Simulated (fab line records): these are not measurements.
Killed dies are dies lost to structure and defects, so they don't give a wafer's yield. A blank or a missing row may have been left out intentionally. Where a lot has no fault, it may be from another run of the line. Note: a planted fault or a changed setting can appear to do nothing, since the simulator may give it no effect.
Chamber matching + flow n5-finfet + N5_BEOL_M0_STRIP_140 on rie-diel-01 has 4 sister chambers
The step strips in CF4. 4 wafers are shown with their chamber, then 9 later ones without.

## WAFERS WITH THEIR CHAMBER
| wafer  | chamber | drypump-motor-current-A (A) |
|--------|---------|-----------------------------|
| L080.3 | 0       | 5.36                        |
| L087.2 | 1       | 5.64                        |
| L087.3 | 2       | 5.76                        |
| L087.4 | 3       | 5.25                        |

## WAFERS WITHOUT THEIR CHAMBER
| wafer  | drypump-motor-current-A (A) |
|--------|-----------------------------|
| L094.2 | 5.35                        |
| L094.3 | 5.64                        |
| L094.4 | 5.34                        |
| L095.3 | 5.30                        |
| L095.4 | 5.23                        |
| L095.5 | 5.32                        |
| L096.2 | 5.32                        |
| L096.3 | 5.26                        |
| L096.5 | 5.29                        |

## THE CHAMBER EACH PASSED THROUGH
| wafer  | from the rows above     | in truth |
|--------|-------------------------|----------|
| L094.2 | 0                       | 0        |
| L094.3 | 1                       | 1        |
| L094.4 | 0                       | 0        |
| L095.3 | can't be placed: 3 or 0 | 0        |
| L095.4 | 3                       | 3        |
| L095.5 | can't be placed: 0 or 3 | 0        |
| L096.2 | can't be placed: 0 or 3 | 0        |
| L096.3 | 3                       | 3        |
| L096.5 | can't be placed: 3 or 0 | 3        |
Correctly placed: 5 of 9. These rows do not allow placing 4 (true chamber among the candidates in 4). Number placed wrongly: 0.
How it was worked out, from the rows above alone: a wafer's distance from a chamber is the root of the sum, over the readings, of the square of ((its reading less the chamber's mean) divided by the reading's scatter). If the next closest chamber is less than 2 further off than the closest, the wafer can't be placed; otherwise it belongs to the closest. Each chamber's mean is taken over the wafers shown for it. The scatter (one wafer shown for each chamber): square how far every hidden wafer sits from the nearest shown wafer, average those squares and take the square root.
